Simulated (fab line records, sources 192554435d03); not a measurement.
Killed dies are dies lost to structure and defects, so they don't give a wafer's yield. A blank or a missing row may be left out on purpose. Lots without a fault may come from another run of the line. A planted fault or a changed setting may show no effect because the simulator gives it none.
fab line records | flow n5_finfet
record lots=21 wafers=63 last_day=17
route steps=1938 shown HKMG_FIN@444 MOL_CONTACT_COAG@528
lots that met no fault: from a run of the same line without faults
start_h: hours from the record's first day to the start of the lot's first wafer shown | wait_h: hours since the lot's step before | " the same as in the row above | L1.1+2: a row that stands for several wafers | - no value, or no start given | * or withheld: withheld | < > ~ a bound
route shown NAME@n: a module of which the file shows steps, and the number in the route of the first | usual: mean/standard deviation of fault-free wafers | same: alike in all rows | chamber/n: place in a boat | sites: the reading at each site | _std_site: their standard deviation | _edge_site: outer sites' mean less inner sites' | radius_mm: how far each site lies from the wafer's centre | mask NAME#n: copy n | behind: the tool/chamber that last shaped the wafer | hold: why the lot was held/for how many hours/how that ended | device: the transistor (n, p or np) that didn't switch | end of line: the same wafers' tests at the end of the route | a step without rows: its recipe alone | killed: dies lost to structure and defects at the first sort, not the wafer's yield | map: a wafer's dies, x killed, . not, _ none there
set.NAME: the setting as run; set.NAME@STEP: as run at that earlier step | model.NAME: the simulator's own value behind a step, which no gauge read
steps of the route over a sample of lots; a table a step, a row a wafer
services: from which hour (start_h, from the record's first day; less than 0 if before it) a tool's chamber was out of use, for how many hours, and why
## steps
# step N5_HKMG_FIN_ETCH_86
# recipe chemistry=N2/H2 target=SOC target_depth_a=3932 stop_on=TiN ion_energy_ev=100 bias_w=61 pressure_mtorr=30 source_w=850 n2_flow_sccm=200 h2_flow_sccm=200
# usual bias_w=61.01/0.16 drypump_motor_current_A=5.4/0.51 oes_product_au=0.78/0.11 rf_fwd_power_W=844/3.3 rf_vpp_V=240.8/1.2 showerhead_plenum_p_Torr=2.54/0.073 throttle_valve_pct=17.88/0.22
# columns lot.wafer tool chamber start_h wait_h bias_w drypump_motor_current_A oes_product_au rf_fwd_power_W rf_hours_counter_h rf_vpp_V showerhead_plenum_p_Torr throttle_valve_pct
L074.1 rie_diel-03 3 80.81 - 61.19 5.5 0.72 841 198 243.2 2.66 18.26
L074.3 " 1 " " 61.12 5.9 0.69 846 - 239.8 2.49 18.07
L074.5 " 1 " " 61.24 5.9 0.69 842 - 240.7 2.49 18.08
L075.2 rie_diel-06 1 83.46 - 61.06 5.9 0.70 847 195 242.1 2.49 17.94
L075.5 " 2 " " 60.76 4.7 0.68 846 - 240.8 2.50 18.00
L075.6 " 1 " " 61.17 5.9 0.70 850 - 239.5 2.49 17.93
L076.3 rie_diel-06 1 87.88 - 61.26 5.9 0.70 849 196 240.1 2.49 17.93
L076.4 " 2 " " 60.77 4.7 0.68 847 220 240.4 2.50 17.99
L076.6 " 1 " " 61.16 5.9 0.70 847 - 241.2 2.49 17.94
L077.2 rie_diel-06 0 95.23 - 61.25 5.2 0.93 844 9 241.5 2.61 17.57
L077.4 " 3 " " 61.04 4.8 0.72 845 176 242.1 2.64 17.97
L077.6 " 3 " " 60.90 4.8 0.71 841 - 241.2 2.64 17.95
L078.4 rie_diel-05 1 101.52 - 60.91 5.1 0.93 846 4 241.4 2.60 17.56
L078.5 " 3 " " 61.29 6.1 0.73 847 - 241.4 2.54 18.08
L078.6 " 2 " " 60.95 4.9 0.75 840 - 240.2 2.43 17.84
L079.1 rie_diel-05 2 106.98 - 60.84 4.8 0.75 842 138 239.6 2.42 17.83
L079.3 " 0 " " 61.15 5.9 0.91 844 19 241.5 2.47 17.62
L079.5 " 1 " " 60.90 5.1 0.92 844 - 241.9 2.60 17.58
L080.2 rie_diel-03 3 113.78 - 60.72 5.5 0.71 842 212 242.6 2.65 18.30
L080.3 " 3 " " 60.95 5.5 0.71 844 - 241.5 2.65 18.28
L080.6 " 2 " " 61.23 5.8 0.96 843 - 241.7 2.62 17.84
L081.1 rie_diel-05 3 119.69 - 60.99 6.1 0.72 846 177 239.2 2.54 18.09
L081.4 " 1 " " 61.28 5.1 0.90 843 11 242.0 2.60 17.59
L081.5 " 2 " " 60.99 4.8 0.74 841 - 238.7 2.42 17.83
L082.2 rie_diel-06 1 131.46 - 61.14 5.9 0.69 848 212 239.1 2.48 17.96
L082.4 " 3 " " 61.22 4.8 0.71 843 189 242.4 2.63 17.99
L082.5 " 2 " " 60.92 4.7 0.68 846 - 239.6 2.49 18.03
L083.1 rie_diel-05 2 137.21 - 61.01 4.8 0.74 843 150 239.2 2.42 17.85
L083.3 " 1 " " 60.91 5.1 0.88 846 18 240.4 2.59 17.58
L083.4 " 3 " " 61.36 6.1 0.72 847 183 241.8 2.54 18.11
L084.1 rie_diel-06 3 141.62 - 60.82 4.8 0.70 842 193 242.1 2.63 17.99
L084.2 " 1 " " 61.19 5.9 0.68 844 215 239.7 2.48 17.99
L084.4 " 0 " " 60.74 5.2 0.91 839 19 240.8 2.61 17.56
L085.2 rie_diel-06 0 147.31 - 61.07 5.2 0.91 844 21 239.3 2.61 17.59
L085.3 " 2 " " 60.72 4.7 0.67 844 241 239.5 2.49 18.04
L085.6 " 3 " " 61.11 4.8 0.70 843 - 241.3 2.63 17.99
L086.2 rie_diel-06 0 156.32 - 61.10 5.3 0.90 842 24 241.5 2.61 17.59
L086.4 " 2 " " 60.98 4.7 0.66 839 245 240.1 2.49 18.04
L086.5 " 2 " " 60.95 4.7 0.66 847 - 239.8 2.49 18.05
L087.1 rie_diel-03 2 160.81 - 61.30 5.8 0.91 843 32 243.1 2.61 17.88
L087.5 " 2 " " 61.20 5.8 0.90 840 - 240.4 2.61 17.89
L087.6 " 1 " " 61.05 5.9 0.94 844 - 240.0 2.48 17.61
L089.2 rie_diel-06 2 168.06 - 60.91 4.7 0.67 842 250 238.8 2.49 18.05
L089.5 " 3 " " 61.29 4.8 0.69 848 - 242.7 2.63 18.02
L089.6 " 2 " " 60.98 4.7 0.66 845 - 238.8 2.49 18.07
L092.2 rie_diel-03 3 184.50 - 60.88 5.5 0.69 843 243 240.6 2.64 18.35
L092.4 " 0 " " 61.02 6.3 0.98 839 3 241.5 2.51 17.84
L092.5 " 0 " " 60.98 6.2 0.98 841 - 240.7 2.51 17.85
L093.2 rie_diel-03 0 192.04 - 60.96 6.3 0.97 839 6 240.6 2.50 17.84
L093.3 " 2 " " 60.81 5.8 0.88 843 44 242.1 2.61 17.91
L093.6 " 1 " " 61.11 5.9 0.91 848 - 238.4 2.48 17.62
L094.2 rie_diel-06 3 196.49 - 61.02 4.9 0.69 840 217 240.8 2.62 18.04
L094.3 " 1 " " 60.86 5.9 0.67 844 240 241.3 2.47 18.03
L094.5 " 3 " " 61.04 4.8 0.68 844 - 242.8 2.62 18.04
L095.2 rie_diel-05 3 204.61 - 60.62 6.1 0.70 846 207 240.0 2.53 18.16
L095.4 " 2 " " 61.12 4.8 0.71 847 175 240.1 2.41 17.90
L095.5 " 1 " " 61.17 5.1 0.84 848 - 239.7 2.58 17.63
L096.1 rie_diel-06 0 208.54 - 60.95 5.3 0.86 840 47 242.4 2.60 17.64
L096.4 " 2 " " 61.14 4.7 0.93 845 6 239.7 2.48 17.64
L096.6 " 1 " " 61.14 5.9 0.67 851 - 240.3 2.47 18.04
L097.3 rie_diel-03 2 214.86 - 60.85 5.8 0.87 839 53 240.6 2.60 17.92
L097.4 " 1 " " 61.32 5.9 0.88 850 - 238.6 2.48 17.63
L097.6 " 0 " " 61.01 6.3 0.94 842 - 240.0 2.50 17.87
# step N5_MOL_CONTACT_COAG_INSPECT_10
# recipe mode=adi inspect_instrument=brightfield
# usual raw_defect_count=73/24
# columns lot.wafer tool chamber start_h wait_h raw_defect_count
L075.2 defect_inspect-02 - 94.11 0.0 112
L075.5 " - " " 63
L075.6 " - " " 100
L076.3 defect_inspect-02 - 99.73 0.0 52
L076.4 " - " " 108
L076.6 " - " " 54
L077.2 defect_inspect-02 - 110.45 0.0 65
L077.4 " - " " 79
L077.6 " - " " 64
L074.1 defect_inspect-02 - 111.79 0.1 74
L074.3 " - " " 69
L074.5 " - " " 56
L078.4 defect_inspect-02 - 114.61 0.0 123
L078.5 " - " " 109
L078.6 " - " " 85
L079.1 defect_inspect-01 - 117.81 0.1 68
L079.3 " - " " 58
L079.5 " - " " 48
L080.2 defect_inspect-01 - 125.00 0.0 39
L080.3 " - " " 76
L080.6 " - " " 56
L081.1 defect_inspect-01 - 131.50 0.1 76
L081.4 " - " " 78
L081.5 " - " " 84
L082.2 defect_inspect-02 - 142.42 0.0 57
L082.4 " - " " 82
L082.5 " - " " 40
L083.1 defect_inspect-01 - 147.90 0.1 39
L083.3 " - " " 79
L083.4 " - " " 42
L084.1 defect_inspect-01 - 152.51 0.1 46
L084.2 " - " " 50
L084.4 " - " " 60
L085.2 defect_inspect-01 - 158.54 0.0 124
L085.3 " - " " 75
L085.6 " - " " 73
L086.2 defect_inspect-02 - 167.08 0.0 124
L086.4 " - " " 79
L086.5 " - " " 157
L087.1 defect_inspect-02 - 172.16 0.1 51
L087.5 " - " " 93
L087.6 " - " " 55
L089.2 defect_inspect-02 - 178.93 0.0 88
L089.5 " - " " 79
L089.6 " - " " 61
L092.2 defect_inspect-01 - 195.43 0.0 85
L092.4 " - " " 59
L092.5 " - " " 44
L093.2 defect_inspect-02 - 202.57 0.0 76
L093.3 " - " " 142
L093.6 " - " " 53
L094.2 defect_inspect-01 - 208.28 0.2 64
L094.3 " - " " 58
L094.5 " - " " 78
L095.2 defect_inspect-01 - 215.25 0.0 56
L095.4 " - " " 70
L095.5 " - " " 45
L096.1 defect_inspect-02 - 219.31 0.1 79
L096.4 " - " " 78
L096.6 " - " " 114
L097.3 defect_inspect-02 - 225.91 0.0 59
L097.4 " - " " 86
L097.6 " - " " 70
# step N5_MOL_CONTACT_COAG_ETCH_105
# recipe chemistry=CF4 target=SiARC target_depth_a=156 mask_material=CAR-EUV time_s=26 ion_energy_ev=80 pressure_mtorr=40 source_w=545 bias_w=36 Ar_flow_sccm=100 cf4_flow_sccm=100 ends=cleared
# usual bias_w=35.99/0.11 drypump_motor_current_A=5.6/0.48 etch_rf_on_time_s=26.2/0.84 oes_product_au=0.70/0.096 rf_fwd_power_W=532.5/2.3 rf_vpp_V=184.0/0.94 showerhead_plenum_p_Torr=2.14/0.05 throttle_valve_pct=15.59/0.29
# columns lot.wafer tool chamber start_h wait_h bias_w drypump_motor_current_A etch_rf_on_time_s oes_product_au rf_fwd_power_W rf_hours_counter_h rf_vpp_V showerhead_plenum_p_Torr throttle_valve_pct
L075.2 rie_diel-03 2 94.19 0.0 35.94 5.8 26.2 0.85 528.6 2 184.4 2.18 15.15
L075.5 " 2 " " 35.83 5.8 26.1 0.85 530.7 - 185.1 2.18 15.15
L075.6 " 1 " " 35.95 5.9 26.4 0.58 532.9 - 185.1 2.09 15.84
L076.3 rie_diel-06 1 99.82 0.0 35.98 5.9 27.6 0.58 535.2 200 183.0 2.13 15.94
L076.4 " 0 " " 35.97 5.2 25.1 0.82 528.6 10 184.1 2.20 15.25
L076.6 " 1 " " 36.26 5.9 27.6 0.58 536.1 - 185.4 2.13 15.96
L077.2 rie_diel-05 0 110.66 0.0 36.06 5.9 25.5 0.79 531.1 20 182.6 2.11 15.62
L077.4 " 2 " " 36.11 4.8 25.1 0.65 532.4 139 181.9 2.06 15.66
L077.6 " 2 " " 35.92 4.8 25.1 0.66 531.1 - 183.9 2.06 15.64
L074.1 rie_diel-06 0 111.88 0.0 36.05 5.2 25.3 0.80 530.9 11 186.0 2.20 15.24
L074.3 " 3 " " 36.15 4.8 26.7 0.61 534.9 183 185.6 2.22 15.83
L074.5 " 0 " " 35.83 5.2 25.2 0.82 531.5 - 184.0 2.20 15.25
L078.4 rie_diel-06 3 114.70 0.0 35.97 4.8 27.0 0.59 535.2 184 185.5 2.22 15.85
L078.5 " 3 " " 36.00 4.8 26.9 0.60 534.6 - 184.1 2.22 15.85
L078.6 " 0 " " 35.98 5.2 25.6 0.81 532.7 - 184.3 2.20 15.25
L079.1 rie_diel-03 3 117.93 0.0 35.98 5.5 26.0 0.62 528.6 214 184.6 2.20 15.87
L079.3 " 3 " " 36.13 5.5 26.0 0.61 528.7 - 183.1 2.20 15.87
L079.5 " 3 " " 36.03 5.5 25.7 0.61 530.1 - 185.2 2.20 15.87
L080.2 rie_diel-05 1 125.09 0.0 36.04 5.1 26.8 0.75 534.6 13 184.8 2.18 15.34
L080.3 " 2 " " 35.95 4.8 25.2 0.65 532.2 145 182.5 2.05 15.65
L080.6 " 1 " " 36.08 5.0 27.1 0.75 532.8 - 184.7 2.18 15.31
L081.1 rie_diel-05 1 131.59 0.0 35.98 5.1 26.6 0.75 532.9 16 185.8 2.18 15.31
L081.4 " 2 " " 35.85 4.8 24.9 0.65 533.8 148 183.9 2.05 15.68
L081.5 " 2 " " 35.85 4.8 25.0 0.65 532.1 - 183.4 2.05 15.68
L082.2 rie_diel-03 0 142.51 0.0 35.82 6.3 27.9 0.57 530.3 246 183.5 2.14 16.14
L082.4 " 3 " " 36.15 5.5 26.7 0.60 530.2 - 184.1 2.19 15.90
L082.5 " 0 " " 35.98 6.3 27.7 0.56 530.4 - 183.5 2.14 16.12
L083.1 rie_diel-03 0 148.76 0.0 35.89 6.3 27.4 0.56 528.9 250 183.6 2.14 16.14
L083.3 " 2 " " 35.96 5.8 25.5 0.79 533.3 28 183.9 2.17 15.21
L083.4 " 3 " " 36.04 5.5 26.2 0.60 530.7 230 186.2 2.19 15.90
L084.1 rie_diel-03 2 152.83 0.0 36.18 5.8 25.6 0.79 532.2 29 185.1 2.17 15.20
L084.2 " 3 " " 35.91 5.5 26.8 0.59 531.9 232 184.1 2.19 15.92
L084.4 " 2 " " 36.09 5.8 25.9 0.78 532.0 - 186.2 2.17 15.20
L085.2 rie_diel-06 3 158.63 0.0 35.77 4.8 26.5 0.59 534.0 199 184.7 2.22 15.87
L085.3 " 0 " " 35.94 5.3 25.3 0.79 533.2 25 185.3 2.20 15.28
L085.6 " 0 " " 36.07 5.2 24.9 0.79 531.8 - 184.8 2.20 15.28
L086.2 rie_diel-06 1 167.16 0.0 36.15 5.9 27.6 0.56 535.9 226 182.9 2.12 16.01
L086.4 " 2 " " 35.95 4.7 25.8 0.58 533.3 250 185.0 2.11 15.99
L086.5 " 3 " " 35.89 4.8 26.4 0.59 536.6 - 184.5 2.21 15.87
L087.1 rie_diel-03 1 172.27 0.0 35.93 5.9 25.6 0.80 531.4 10 183.0 2.08 15.37
L087.5 " 2 " " 35.91 5.8 25.7 0.77 535.3 - 185.0 2.17 15.24
L087.6 " 1 " " 36.13 5.8 25.5 0.80 532.0 - 183.3 2.08 15.36
L089.2 rie_diel-03 1 179.13 0.0 35.85 5.9 25.5 0.79 530.8 14 182.9 2.08 15.37
L089.5 " 2 " " 35.81 5.8 25.3 0.76 533.4 - 184.8 2.17 15.23
L089.6 " 1 " " 36.01 5.9 25.2 0.80 531.0 - 184.2 2.08 15.37
L092.2 rie_diel-06 0 195.70 0.0 35.89 5.3 25.2 0.76 525.9 42 184.5 2.19 15.30
L092.4 " 2 " " 36.08 4.7 25.6 0.83 531.1 2 182.2 2.11 15.51
L092.5 " 0 " " 35.77 5.2 25.0 0.76 528.4 - 183.2 2.19 15.33
L093.2 rie_diel-05 0 202.66 0.0 36.11 5.9 25.5 0.74 533.5 51 183.6 2.10 15.69
L093.3 " 3 " " 35.95 6.1 27.7 0.59 533.0 206 183.8 2.12 15.85
L093.6 " 0 " " 36.16 5.9 25.6 0.74 534.1 - 182.8 2.10 15.68
L094.2 rie_diel-03 2 208.36 0.0 36.08 5.8 26.1 0.74 530.6 51 184.3 2.16 15.26
L094.3 " 0 " " 36.10 6.3 27.1 0.79 529.3 12 182.9 2.13 15.70
L094.5 " 1 " " 36.20 5.8 25.8 0.77 530.5 - 184.0 2.08 15.40
L095.2 rie_diel-03 1 215.40 0.0 35.91 5.9 25.6 0.77 531.2 27 183.7 2.08 15.41
L095.4 " 1 " " 36.00 5.9 25.5 0.77 529.9 - 184.1 2.08 15.40
L095.5 " 0 " " 35.93 6.3 27.0 0.79 531.1 - 183.3 2.13 15.70
L096.1 rie_diel-03 2 219.52 0.0 35.85 5.8 25.6 0.75 531.4 56 184.7 2.16 15.28
L096.4 " 1 " " 36.15 5.9 25.7 0.77 532.4 - 183.8 2.08 15.41
L096.6 " 1 " " 36.22 5.9 25.7 0.77 534.2 - 182.9 2.08 15.41
L097.3 rie_diel-03 2 227.01 0.0 36.00 5.8 25.4 0.75 533.5 60 183.4 2.16 15.28
L097.4 " 0 " " 35.99 6.2 26.8 0.78 531.0 17 185.1 2.13 15.70
L097.6 " 2 " " 36.16 5.8 25.5 0.75 532.1 - 183.9 2.16 15.27
# step N5_MOL_CONTACT_COAG_ETCH_106
# recipe chemistry=N2/H2 target=SOC target_depth_a=800 overetch_a=160 mask_material=SiARC temp_c=40 time_s=120 ion_energy_ev=200 pressure_mtorr=30 source_w=840 bias_w=150 n2_flow_sccm=200 h2_flow_sccm=200
# usual bias_w=150.0/0.46 drypump_motor_current_A=5.6/0.48 oes_product_au=0.74/0.094 rf_fwd_power_W=834.9/2.8 rf_vpp_V=523.9/1.8 showerhead_plenum_p_Torr=2.55/0.073 throttle_valve_pct=17.89/0.22
# columns lot.wafer tool chamber start_h wait_h bias_w drypump_motor_current_A oes_product_au rf_fwd_power_W rf_hours_counter_h rf_vpp_V showerhead_plenum_p_Torr throttle_valve_pct
L075.2 rie_diel-03 2 94.22 0.0 150.3 5.8 0.90 833.2 2 526.1 2.63 17.85
L075.5 " 2 " " 150.0 5.8 0.89 833.0 - 525.5 2.63 17.85
L075.6 " 1 " " 149.9 5.9 0.62 837.7 - 522.9 2.49 18.09
L076.3 rie_diel-06 1 99.85 0.0 150.3 5.9 0.63 842.0 200 522.5 2.49 17.96
L076.4 " 0 " " 149.9 5.3 0.84 833.0 10 525.3 2.61 17.58
L076.6 " 1 " " 149.6 5.9 0.64 834.1 - 523.5 2.49 17.96
L077.2 rie_diel-05 0 110.69 0.0 150.7 5.9 0.82 835.9 20 522.8 2.47 17.62
L077.4 " 2 " " 149.8 4.9 0.68 836.7 139 520.2 2.42 17.86
L077.6 " 2 " " 149.3 4.8 0.67 836.5 - 520.3 2.42 17.84
L074.1 rie_diel-06 0 111.91 0.0 150.5 5.2 0.84 835.5 11 524.9 2.61 17.57
L074.3 " 3 " " 149.8 4.8 0.64 834.6 183 526.9 2.63 17.98
L074.5 " 0 " " 151.2 5.2 0.85 831.4 - 526.5 2.61 17.56
L078.4 rie_diel-06 3 114.73 0.0 149.1 4.8 0.63 834.4 184 527.1 2.63 17.98
L078.5 " 3 " " 149.8 4.8 0.64 833.8 - 525.1 2.63 18.00
L078.6 " 0 " " 149.8 5.2 0.83 833.3 - 525.5 2.61 17.58
L079.1 rie_diel-03 3 117.97 0.0 150.3 5.5 0.64 835.6 214 527.6 2.65 18.30
L079.3 " 3 " " 149.8 5.5 0.64 838.5 - 525.7 2.65 18.30
L079.5 " 3 " " 149.4 5.5 0.64 836.7 - 525.8 2.65 18.31
L080.2 rie_diel-05 1 125.12 0.0 149.1 5.1 0.81 835.5 13 525.6 2.60 17.58
L080.3 " 2 " " 150.5 4.9 0.66 829.3 145 522.5 2.42 17.88
L080.6 " 1 " " 149.4 5.1 0.81 834.0 - 526.5 2.60 17.59
L081.1 rie_diel-05 1 131.62 0.0 150.0 5.1 0.80 833.7 16 525.5 2.59 17.59
L081.4 " 2 " " 150.0 4.9 0.66 834.0 148 521.7 2.42 17.86
L081.5 " 2 " " 149.9 4.8 0.67 833.0 - 521.9 2.42 17.88
L082.2 rie_diel-03 0 142.53 0.0 148.9 6.2 0.61 833.4 246 520.8 2.51 18.18
L082.4 " 3 " " 149.6 5.5 0.63 835.9 - 526.2 2.64 18.33
L082.5 " 0 " " 148.8 6.3 0.61 831.0 - 522.5 2.51 18.20
L083.1 rie_diel-03 0 148.79 0.0 150.4 6.3 0.61 831.9 250 523.1 2.51 18.22
L083.3 " 2 " " 150.4 5.8 0.83 829.8 28 524.9 2.61 17.89
L083.4 " 3 " " 149.8 5.5 0.63 838.4 231 525.7 2.64 18.34
L084.1 rie_diel-03 2 152.85 0.0 150.6 5.8 0.81 835.8 29 525.5 2.61 17.88
L084.2 " 3 " " 149.4 5.5 0.63 835.4 232 526.3 2.64 18.33
L084.4 " 2 " " 149.7 5.8 0.81 835.4 - 522.9 2.61 17.90
L085.2 rie_diel-06 3 158.65 0.0 150.1 4.8 0.62 836.5 199 525.1 2.63 18.01
L085.3 " 0 " " 150.2 5.3 0.81 831.1 25 525.3 2.61 17.60
L085.6 " 0 " " 150.1 5.3 0.81 834.6 - 525.9 2.61 17.62
L086.2 rie_diel-06 1 167.19 0.0 150.5 5.9 0.62 838.8 226 522.5 2.48 18.00
L086.4 " 2 " " 150.3 4.7 0.60 837.4 250 521.9 2.49 18.06
L086.5 " 3 " " 150.8 4.9 0.63 839.3 - 525.2 2.63 18.02
L087.1 rie_diel-03 1 172.32 0.0 149.8 5.9 0.83 836.5 10 522.1 2.48 17.64
L087.5 " 2 " " 149.7 5.8 0.80 833.1 - 526.7 2.61 17.91
L087.6 " 1 " " 150.2 5.9 0.83 836.1 - 522.7 2.48 17.63
L089.2 rie_diel-03 1 179.16 0.0 150.1 5.9 0.83 837.1 14 522.6 2.48 17.62
L089.5 " 2 " " 150.9 5.8 0.80 835.0 - 523.8 2.61 17.91
L089.6 " 1 " " 150.4 5.9 0.83 839.7 - 523.6 2.48 17.63
L092.2 rie_diel-06 0 195.73 0.0 149.8 5.2 0.78 836.4 43 525.6 2.60 17.63
L092.4 " 2 " " 150.2 4.7 0.85 835.6 2 523.1 2.48 17.63
L092.5 " 0 " " 150.1 5.2 0.78 837.3 - 523.5 2.60 17.63
L093.2 rie_diel-05 0 202.69 0.0 149.8 5.9 0.77 839.2 51 520.9 2.46 17.66
L093.3 " 3 " " 149.5 6.1 0.64 836.3 206 523.1 2.53 18.17
L093.6 " 0 " " 150.3 5.9 0.76 839.7 - 522.2 2.46 17.66
L094.2 rie_diel-03 2 208.39 0.0 149.4 5.8 0.78 834.5 51 524.9 2.60 17.93
L094.3 " 0 " " 150.6 6.3 0.85 831.6 12 521.8 2.50 17.88
L094.5 " 1 " " 149.9 5.9 0.80 838.5 - 521.2 2.48 17.66
L095.2 rie_diel-03 1 215.43 0.0 150.2 5.9 0.80 838.5 27 522.9 2.47 17.67
L095.4 " 1 " " 150.3 5.9 0.80 837.9 - 522.3 2.47 17.64
L095.5 " 0 " " 149.9 6.3 0.84 825.8 - 523.7 2.50 17.88
L096.1 rie_diel-03 2 219.56 0.0 150.0 5.8 0.78 833.6 56 524.6 2.60 17.92
L096.4 " 1 " " 149.7 5.9 0.80 833.9 - 522.3 2.47 17.65
L096.6 " 1 " " 149.6 5.9 0.80 836.7 - 523.2 2.47 17.68
L097.3 rie_diel-03 2 227.04 0.0 150.3 5.8 0.78 835.0 60 524.5 2.60 17.94
L097.4 " 0 " " 149.1 6.3 0.84 832.9 17 523.1 2.50 17.89
L097.6 " 2 " " 149.6 5.8 0.77 835.4 - 525.4 2.60 17.95
# step N5_MOL_CONTACT_COAG_TI_SIL_19
# recipe material=Ti target_thk_a=42 temp_c=200 chamber_pressure_pa=5 power_w=5000 time_s=15
# usual susceptor_temp_C=199.99/0.14 throttle_valve_pct=29.5/0.86
# columns lot.wafer tool chamber start_h wait_h susceptor_temp_C throttle_valve_pct
L075.2 pvd_sputter-02 - 97.83 1.5 199.91 29.4
L075.5 " - " " 199.89 29.4
L075.6 " - " " 200.22 29.1
L076.3 pvd_sputter-03 - 101.28 0.1 200.15 28.8
L076.4 " - " " 199.76 30.3
L076.6 " - " " 200.22 29.1
L077.2 pvd_sputter-01 - 111.49 0.1 200.24 29.2
L077.4 " - " " 199.90 27.5
L077.6 " - " " 199.84 29.6
L074.1 pvd_sputter-01 - 112.68 0.2 199.90 29.2
L074.3 " - " " 199.94 29.7
L074.5 " - " " 199.94 30.0
L078.4 pvd_sputter-03 - 116.09 0.1 199.76 30.0
L078.5 " - " " 199.88 30.4
L078.6 " - " " 199.82 28.9
L079.1 pvd_sputter-03 - 119.20 0.2 199.84 30.2
L079.3 " - " " 199.81 29.8
L079.5 " - " " 200.04 28.9
L080.2 pvd_sputter-03 - 126.10 0.2 200.06 30.4
L080.3 " - " " 200.16 29.6
L080.6 " - " " 199.93 28.9
L081.1 pvd_sputter-01 - 132.49 0.2 200.10 29.7
L081.4 " - " " 200.10 29.8
L081.5 " - " " 200.28 29.6
L082.2 pvd_sputter-03 - 144.16 0.2 200.05 29.1
L082.4 " - " " 199.85 30.1
L082.5 " - " " 199.71 30.1
L083.1 pvd_sputter-03 - 149.57 0.2 200.05 28.8
L083.3 " - " " 199.68 30.5
L083.4 " - " " 200.14 30.1
L084.1 pvd_sputter-02 - 153.97 0.4 199.97 30.3
L084.2 " - " " 199.77 31.0
L084.4 " - " " 200.09 29.5
L085.2 pvd_sputter-02 - 159.42 0.1 200.14 29.7
L085.3 " - " " 199.74 30.6
L085.6 " - " " 199.87 29.7
L086.2 pvd_sputter-01 - 168.18 0.4 199.84 29.9
L086.4 " - " " 199.72 29.1
L086.5 " - " " 199.94 29.5
L087.1 pvd_sputter-01 - 173.40 0.2 199.73 29.8
L087.5 " - " " 199.98 29.4
L087.6 " - " " 200.32 29.7
L089.2 pvd_sputter-03 - 179.97 0.2 200.08 29.0
L089.5 " - " " 200.20 30.7
L089.6 " - " " 200.00 29.8
L092.2 pvd_sputter-01 - 197.11 0.7 200.04 29.2
L092.4 " - " " 200.17 29.9
L092.5 " - " " 199.94 29.7
L093.2 pvd_sputter-02 - 203.58 0.3 200.06 30.5
L093.3 " - " " 199.93 28.9
L093.6 " - " " 200.00 29.1
L094.2 pvd_sputter-01 - 209.32 0.3 200.11 29.8
L094.3 " - " " 199.80 27.4
L094.5 " - " " 199.84 27.6
L095.2 pvd_sputter-01 - 217.49 0.3 199.97 29.6
L095.4 " - " " 199.95 27.6
L095.5 " - " " 199.97 29.3
L096.1 pvd_sputter-02 - 220.55 0.3 200.09 30.8
L096.4 " - " " 200.02 29.1
L096.6 " - " " 200.00 30.9
L097.3 pvd_sputter-01 - 229.54 1.8 199.79 27.4
L097.4 " - " " 200.00 29.8
L097.6 " - " " 199.77 27.7
# step N5_MOL_CONTACT_COAG_PRE_CLEAN_141
# recipe gas=H2/He time_s=60 temp_c=300
# usual heater_power_w=459/43 susceptor_temp_C=300.03/0.18
# columns lot.wafer tool chamber start_h wait_h heater_power_w susceptor_temp_C
L075.2 pvd_sputter-01 - 98.86 0.5 472 299.68
L075.5 " - " " 475 299.99
L075.6 " - " " 368 299.91
L076.3 pvd_sputter-03 - 102.14 0.3 472 299.74
L076.4 " - " " 497 299.88
L076.6 " - " " 378 299.79
L077.2 pvd_sputter-02 - 112.38 0.2 432 300.15
L077.4 " - " " 444 300.11
L077.6 " - " " 517 299.93
L074.1 pvd_sputter-02 - 115.36 2.0 436 300.09
L074.3 " - " " 480 300.30
L074.5 " - " " 479 300.22
L078.4 pvd_sputter-01 - 117.13 0.4 470 300.54
L078.5 " - " " 469 300.36
L078.6 " - " " 497 300.09
L079.1 pvd_sputter-03 - 119.94 0.2 497 299.90
L079.3 " - " " 478 300.35
L079.5 " - " " 506 300.30
L080.2 pvd_sputter-01 - 127.01 0.4 383 300.19
L080.3 " - " " 507 300.22
L080.6 " - " " 463 299.93
L081.1 pvd_sputter-02 - 133.78 0.8 466 300.08
L081.4 " - " " 446 300.22
L081.5 " - " " 419 300.03
L082.2 pvd_sputter-01 - 145.17 0.5 459 300.05
L082.4 " - " " 381 299.84
L082.5 " - " " 457 299.88
L083.1 pvd_sputter-03 - 150.65 0.5 470 300.01
L083.3 " - " " 508 299.93
L083.4 " - " " 381 299.94
L084.1 pvd_sputter-01 - 155.69 1.2 500 300.07
L084.2 " - " " 463 299.89
L084.4 " - " " 467 299.99
L085.2 pvd_sputter-03 - 162.02 2.0 466 299.76
L085.3 " - " " 477 300.09
L085.6 " - " " 478 299.92
L086.2 pvd_sputter-01 - 169.60 0.9 376 300.34
L086.4 " - " " 472 300.05
L086.5 " - " " 472 299.88
L087.1 pvd_sputter-03 - 174.71 0.7 475 299.85
L087.5 " - " " 371 300.21
L087.6 " - " " 473 300.04
L089.2 pvd_sputter-02 - 181.40 0.9 507 300.14
L089.5 " - " " 475 300.02
L089.6 " - " " 432 299.97
L092.2 pvd_sputter-03 - 198.46 0.8 364 300.05
L092.4 " - " " 467 300.25
L092.5 " - " " 368 299.93
L093.2 pvd_sputter-02 - 204.38 0.2 425 299.94
L093.3 " - " " 511 299.96
L093.6 " - " " 510 300.07
L094.2 pvd_sputter-02 - 210.34 0.5 419 300.12
L094.3 " - " " 434 300.12
L094.5 " - " " 434 299.97
L095.2 pvd_sputter-02 - 219.87 1.7 509 300.03
L095.4 " - " " 415 299.85
L095.5 " - " " 515 300.28
L096.1 pvd_sputter-03 - 223.45 1.9 504 300.01
L096.4 " - " " 368 300.25
L096.6 " - " " 463 299.87
L097.3 pvd_sputter-01 - 232.54 2.4 486 299.87
L097.4 " - " " 374 299.82
L097.6 " - " " 486 300.28
## services
# columns tool chamber start_h hours kind
rie_diel-03 2 58.66 - clean
rie_diel-03 2 58.66 - consumable_replace:focus_ring
rie_diel-03 2 58.66 30.3 scheduled_down
rie_diel-03 2 58.66 30.3 vent_cycle
pvd_sputter-02 - 76.77 1.5 repair
rie_diel-03 0 77.63 53.1 repair
rie_diel-03 2 97.15 3.3 repair
rie_diel-06 0 100.78 9.1 repair
rie_diel-06 - 119.48 4.4 repair
rie_diel-06 0 124.63 1.7 repair
rie_diel-03 1 130.75 - clean
rie_diel-03 1 130.75 - consumable_replace:focus_ring
rie_diel-03 1 130.75 17.5 scheduled_down
rie_diel-03 1 130.75 17.5 vent_cycle
rie_diel-03 0 149.30 - clean
rie_diel-03 0 149.30 - consumable_replace:focus_ring
rie_diel-03 0 149.30 25.7 scheduled_down
rie_diel-03 0 149.30 25.7 vent_cycle
rie_diel-03 - 158.24 0.4 repair
rie_diel-03 3 168.79 4.2 repair
rie_diel-03 3 205.74 - clean
rie_diel-03 0 218.61 7.7 repair
rie_diel-06 - 223.44 14.6 pm
rie_diel-05 - 229.22 0.1 repair
## key
fault none
